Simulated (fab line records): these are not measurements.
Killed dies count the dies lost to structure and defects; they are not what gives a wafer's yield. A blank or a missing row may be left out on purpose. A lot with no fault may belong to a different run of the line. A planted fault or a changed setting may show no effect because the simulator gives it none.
Lot-split experiment ; flow n5Finfet ; 7 lots, 21 wafers read, on a route of 1938 steps

SPLIT DETAILS
At N5_DUMMY_GATE_CVD_03 (deposits a-Si from SiH4, target thk 150 nm, time 8042 s), the setting tempC was moved away from the recipe's 530 C on 15 of the 21 wafers read, by -4.3% to +3.9%. This setting was run at the recipe's value on the other wafers.

Reading taken at the split's own step.

THE READING
a-Si_of_DUMMY_GATE_CVD_03.thkNm (the simulator's own value, which no gauge read), in nm, at N5_DUMMY_GATE_CVD_03 (deposits a-Si from SiH4, target thk 150 nm, time 8042 s). No usual value for it is given in the file. Average 150.8 nm, standard deviation 1.5 nm, over the 6 wafers here run with the recipe.

wafer;tool, chamber at the split;tempC as run, C;against the recipe;a-Si_of_DUMMY_GATE_CVD_03.thkNm, nm;against lot-mates on the recipe
L074.1;-, -;550.9;+3.9%;265;no lot-mate on the recipe
L074.5;-, -;550.9;+3.9%;265;no lot-mate on the recipe
L074.2;-, -;550.9;+3.9%;264.8;no lot-mate on the recipe
L076.3;-, -;507.2;-4.3%;76.2;no lot-mate on the recipe
L076.4;-, -;507.2;-4.3%;77.8;no lot-mate on the recipe
L076.6;-, -;507.2;-4.3%;77.6;no lot-mate on the recipe
L077.4;-, -;517.3;-2.4%;104;no lot-mate on the recipe
L077.5;-, -;517.3;-2.4%;104.8;no lot-mate on the recipe
L077.6;-, -;517.3;-2.4%;106.2;no lot-mate on the recipe
L078.2;-, -;530;recipe;147.8;-
L078.3;-, -;530;recipe;151.6;-
L078.6;-, -;530;recipe;150.2;-
L086.1;-, -;541.3;+2.1%;205.6;no lot-mate on the recipe
L086.2;-, -;541.3;+2.1%;206.4;no lot-mate on the recipe
L086.3;-, -;541.3;+2.1%;205.4;no lot-mate on the recipe
L087.2;-, -;540.2;+1.9%;197.6;no lot-mate on the recipe
L087.5;-, -;540.2;+1.9%;198;no lot-mate on the recipe
L087.6;-, -;540.2;+1.9%;196.8;no lot-mate on the recipe
L091.2;lpcvd-01, 1/20;530;recipe;152.2;-
L091.3;lpcvd-01, 1/25;530;recipe;151;-
L091.4;lpcvd-01, 1/29;530;recipe;152;-

FIT RESULTS
A straight line over all 21 wafers: a-Si_of_DUMMY_GATE_CVD_03.thkNm changes by +22.3 nm for each +1% of tempC; r = +0.99; the points scatter about the line by 10 nm.
Too few moved wafers have a lot-mate on the recipe to fit a line with each lot's own level taken away.

FILE'S OWN FIT
a-Si_of_DUMMY_GATE_CVD_03.thkNm changes by +22.3 nm for each +1% of tempC, r = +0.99.
